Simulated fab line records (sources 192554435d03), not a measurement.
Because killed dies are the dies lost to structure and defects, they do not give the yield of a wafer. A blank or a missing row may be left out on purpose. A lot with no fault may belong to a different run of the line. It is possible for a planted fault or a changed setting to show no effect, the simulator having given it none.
Problem report, 8D (eight disciplines) form, completed by code / flow n5_finfet / the parts of the form that need people (team, actions taken, sign-off) are left out

## 1. WHAT IS WRONG
At N5_BEOL_M1_ETCH_70, rf_fwd_power_W averages 633.2 W over 6 wafers from 2 lots, while fault-free wafers read 835.4 W, standard deviation 2.7. Relative to the usual mean, that is a shift of -75 standard deviations.
The step: etches SOC in N2/H2, target depth 80 nm, overetch 16 nm, time 120 s.
First observed at day 9 08:34: wafer L670.2, on rie_diel-04. Wafers with a number at this step in the record: 12, from 4 lots. Rule for "out" (also "out of limits"): further than 4 standard deviations from the usual mean. All remaining wafers that have a number are taken as sound.

## 2. WHAT IT IS, WHAT IT ISN'T
question=which readings at this step | is=rf_fwd_power_W, rf_vpp_V | is not=drypump_motor_current_A, oes_product_au, showerhead_plenum_p_Torr, throttle_valve_pct
question=which lots | is=L670, L673 | is not=L660, L677
question=which wafers of those lots | is=all that have a number | is not=-
question=read on which tools | is=rie_diel-04 | is not=rie_diel-03
question=when | is=from day 9 08:34 | is not=up to then (3 sound wafers); but 3 sound wafers of L677 came after

## 3. SUSPECTS, AND WHAT RULES EACH OUT
Counting: any tool at a process step up to the reading is kept as a suspect provided that every lot that is out went through it and no sound lot did after the first of them.
- rie_diel-04 at N5_BEOL_M1_ETCH_70 (etches SOC in N2/H2, target depth 80 nm, overetch 16 nm, time 120 s): kept. Every lot that is out went through it, starting with L670 (day 9 08:34), and after that it ran no sound lot; the last sound lot it ran before then is L660 (day 6 11:00). On those wafers its own readings are out: rf_fwd_power_W, rf_vpp_V.
Remaining after the count: rie_diel-04 at N5_BEOL_M1_ETCH_70.

## 4. THE CAUSE (what the simulator had put in)
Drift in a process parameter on rie_diel-04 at N5_BEOL_M1_ETCH_70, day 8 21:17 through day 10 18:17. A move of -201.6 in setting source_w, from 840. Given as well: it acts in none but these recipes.
After counting, this tool was the only one left.

## 5. SEQUENCE OF EFFECTS, ordered by route
Each row: a reading whose mean over the struck wafers that have a number lies more than 3 standard deviations from the usual. Scope: only readings with a usual standard deviation given in the record; hours: median across lots of the time from each lot's start at the first step in this table that gives one to its start at this step; sigmas: change in usual standard deviations.
hours=0; step=N5_BEOL_M1_ETCH_70; reading=rf_fwd_power_W; usual=835.4 W; on struck wafers=633.2; change=-202.2; sigmas=-75
hours=0; step=N5_BEOL_M1_ETCH_70; reading=rf_vpp_V; usual=524.6 V; on struck wafers=575.4; change=+50.8; sigmas=+24
It contains these process steps:
- N5_BEOL_M1_ETCH_70: etches SOC in N2/H2, target depth 80 nm, overetch 16 nm, time 120 s.
Later steps that measure or inspect, where all struck wafers having a row at the step show a number for every such reading and not one has moved that far: N5_BEOL_M4_RC_MEAS_101.

## 6. WHAT WOULD HAVE CAUGHT IT SOONER
First out-of-limits reading in this record: day 9 08:34, which is 11 hours after fault onset at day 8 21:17.
